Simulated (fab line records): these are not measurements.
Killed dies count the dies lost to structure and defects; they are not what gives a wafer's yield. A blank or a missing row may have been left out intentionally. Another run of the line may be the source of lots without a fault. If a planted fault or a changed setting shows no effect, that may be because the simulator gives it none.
Struck lot and sound lot, side by side ; flow n5-finfet ; 18 steps out of a route of 1938
Sound: these wafers, L898.2, L898.3, L898.5. The struck wafers were L911.1, L911.4, L911.6. The cause is named last.
Per side, at each step with rows, come the tool, then ch with its chambers, and then its first start. Under that, the readings that differ: sound wafers ; struck wafers ; difference of the means ; sigmas: that difference in standard deviations of wafers without a fault.
alike: readings whose means differ by less than 2 such deviations, and words and numbers that are the same on both sides. not compared: withheld readings, readings that some wafer has no value for, bounds like >300 that may hide the same value, and numbers for which the record gives no deviation and whose values overlap.
A row with sigmas, a row that says differs or no value, or rows on one side alone: a step with any of these is where the two part. Non-overlapping numbers with no deviation appear without sigmas and do not part them. Lack of a reading on every wafer of one side parts them only where that side has two or more wafers.

N5_BEOL_M13_ETCH_38: etches SiCN in CF4/N2, target depth 67.5 nm, time 71.9 s.
  sound on rie-diel-05 ch 0,2,3, day 11 03:29; struck on rie-diel-02 ch 0,1, day 15 01:46
  alike: drypump-motor-current-A, oes-product-au, rf-fwd-power-W, rf-vpp-V, showerhead-plenum-p-Torr, throttle-valve-pct
  not compared: rf-hours-counter-h
then, 4 steps without rows for these wafers: N5_BEOL_M13_PRECLEAN_39 (cleans in residue remover, time 60 s); N5_BEOL_M13_SRD_40 (time 30 s, dry time 30 s); N5_BEOL_M13_DEGAS_41 (time 60 s); N5_BEOL_M13_PRE_CLEAN_42 (time 30 s).
N5_BEOL_M13_SPUTTER_43: material TaN, target thk 15 nm, time 24.19 s.
  sound on pvd-sputter-01 at day 11 03:52; struck on pvd-sputter-02 at day 15 02:38
  alike: cathode-dc-power-W, chamber-pressure-pa, throttle-valve-pct
N5_BEOL_M13_SPUTTER_44: material Ta, target thk 10 nm, time 16.13 s.
  sound on pvd-sputter-01 at day 11 03:56; struck on pvd-sputter-02 at day 15 02:43
  alike: cathode-dc-power-W, chamber-pressure-pa, throttle-valve-pct
N5_BEOL_M13_SPUTTER_45: material Cu, target thk 80 nm, time 13.33 s.
  sound on pvd-sputter-01 at day 11 04:01; struck on pvd-sputter-02 at day 15 02:48
  alike: cathode-dc-power-W, chamber-pressure-pa, chuck-sensor-temp-C, throttle-valve-pct
then, 3 steps without rows for these wafers: N5_BEOL_M13_ECD_47 (material Cu, target thk 936 nm); N5_BEOL_M13_ANNEAL_48 (time 90 s); N5_BEOL_M13_CMP_49 (polishes, stops on SiOC, t overpolish 17.1 s, target thk 420 nm).
N5_BEOL_M13_THK_MEAS_50: measures by xrf.
  sound on film-metro-01 at day 11 05:21; struck on film-metro-02 at day 15 03:41
  alike: M13_THK
N5_BEOL_M13_PRE_CLEAN_52: time 15 s.
  sound on pecvd-03 ch 0,1,2, day 11 05:23; struck on pecvd-02 ch 1,2, day 15 03:43
  alike: rf-fwd-power-W
N5_BEOL_M13_DEP_53: deposits SiCN from 3MS/NH3, target thk 50 nm, time 17.8 s.
  sound on pecvd-03 ch 0,1,2, day 11 05:25; struck on pecvd-02 ch 1,2, day 15 03:45
  alike: rf-fwd-power-W, showerhead-plenum-p-Torr, throttle-valve-pct
N5_BEOL_M13_RS_MEAS_54: measures by four-point-probe.
  sound on film-metro-01 at day 11 05:29; struck on film-metro-02 at day 15 03:49
  alike: M13_RS
N5_BEOL_M13_INSPECT_55: inspects for defects (darkfield).
  sound on defect-inspect-02 at day 11 05:30; struck on defect-inspect-02 at day 15 03:50
reading;sound;struck;difference;sigmas
raw-defect-count;65 57 68;898 922 963;+864;+32
then, 1 step without rows for these wafers: N5_BEOL_M14_ILD_DEP_00 (deposits SiO2 from TEOS/O2, target thk 1119.3 nm, time 237.4 s).
N5_PASSIVATION_PROBE_49:
  sound on prober-02 at day 12 08:44; struck on prober-01 at day 16 05:10
reading;sound;struck;difference;sigmas
defect-limited-yield (%);92.5 93.1 91.1;79.5 83.2 84.6;-9.8;-7
killed_at_M4_up;10 5 4;112 115 92;+100;+19
killed-dies;89 81 105;242 198 182;+116;+7
killed-on-rim;10 8 18;29 27 33;+18;+4
sort_bin_5_function (%);4.2 3.4 5.2;11.5 11.4 8.6;+6.2;+6
sort-n-pass;1091 1099 1075;938 982 998;-116;-7
sort-yield-pct (%);92.5 93.1 91.1;79.5 83.2 84.6;-9.8;-7
  alike: killed_at_M0_to_M3, killed-at-contacts, killed-at-front-end, killed-at-other, killed-open, killed-short, sort_bin_4_leakage, sort_bin_6_memory

## WHERE THEY PART
Earliest at N5_BEOL_M13_INSPECT_55; latest, in this record, at N5_PASSIVATION_PROBE_49.

WHY: what the simulator had put in
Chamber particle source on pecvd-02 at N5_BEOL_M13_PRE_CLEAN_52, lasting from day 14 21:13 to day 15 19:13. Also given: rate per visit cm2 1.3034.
